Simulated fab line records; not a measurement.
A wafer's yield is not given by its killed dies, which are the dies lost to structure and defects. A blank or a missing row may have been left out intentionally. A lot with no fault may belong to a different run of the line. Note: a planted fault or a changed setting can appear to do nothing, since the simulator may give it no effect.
8D (eight disciplines) problem report, filled in by code -- flow nand-harc -- the parts of the form that need people (team, actions taken, sign-off) are left out

## 1. WHAT IS WRONG
Wafers without a fault read 4 with a standard deviation of 3, while killed-at-periphery at NHARC_END_SORT_01 averages 94 across 2 wafers of 1 lot. That puts it +30 standard deviations away from the usual mean.
The first sign was on wafer L779.4 at day 27 17:26, on prober-02. The record holds 3 wafers of 1 lot with a number at this step. Rule for "out" (also "out of limits"): further than 4 standard deviations from the usual mean. The rest of the wafers with a number are treated as sound.

## 2. WHAT IT IS, AND WHAT IT ISN'T
question,is,is not
which readings at this step,killed-at-periphery,"killed-at-array, killed-at-other, killed-open, killed-short"
which lots,L779,-
which wafers of those lots,"L779.4, L779.6",L779.5
read on which gauges,prober-02,-
when,from day 27 17:26,up to then (0 sound wafers); but 1 sound wafer of L779 came after

## 3. THE SUSPECTS, EACH WITH WHAT RULES IT OUT
Counting: a tool at a process step up to the reading stays a suspect if it ran every lot that is out. Sound lots after the first of them don't rule it out here, since some wafers of a struck lot are sound.
- the gauge at NHARC_END_SORT_01: kept. All the wafers that are out were read on prober-02, and no step on other tools shows them out.
- rie-diel-03 at NHARC_P_M1_ETCH_35 (etches the open film in N2/H2, target depth 40 nm, overetch 12 nm, time 43.94 s): kept. It ran the lot that is out, L779 (day 9 13:22).
- At NHARC_P_M1_ETCH_35 on rie-diel-03, chamber 1 took the sound wafers of the same lots and chamber 0 took the wafers that are out.
The count leaves prober-02 at NHARC_END_SORT_01 and rie-diel-03 at NHARC_P_M1_ETCH_35.

## 4. THE CAUSE (what the simulator had put in)
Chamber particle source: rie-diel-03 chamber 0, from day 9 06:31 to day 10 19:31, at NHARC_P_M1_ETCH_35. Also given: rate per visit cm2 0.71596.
Counting left 2 suspects, and this tool is among them.

## 5. THE CHAIN OF EFFECTS, in route order
One row per reading whose mean, taken over the struck wafers that have a number, lies over 3 standard deviations from the usual. Readings are gone through only where the record gives a usual standard deviation; hours: the median, over the lots, of the time from a lot's start at the first step in this table giving one to that lot's start at this step; sigmas: the change measured in usual standard deviations.
hours,step,reading,usual,on struck wafers,change,sigmas
0,NHARC_END_SORT_01,defect-limited-yield,90.5 %,81.4,-9.1,-3.8
0,NHARC_END_SORT_01,killed-at-periphery,4,94,+90,+30
0,NHARC_END_SORT_01,killed-dies,64,126,+62,+3.9

## 6. HOW IT WOULD HAVE BEEN CAUGHT EARLIER
The first out-of-limits reading at a measuring or inspecting step in this record came at day 27 17:26, 443 hours after the fault's start at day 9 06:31.
An alarm limit of 4 standard deviations would not have fired on the tool readings at NHARC_P_M1_ETCH_35 for which the record gives a usual standard deviation, since none of them was out on any struck wafer.
By day 27 17:26, every lot that is out (1) had started NHARC_P_M1_ETCH_35 on rie-diel-03. Holding the tool at that point would not have protected any of them.
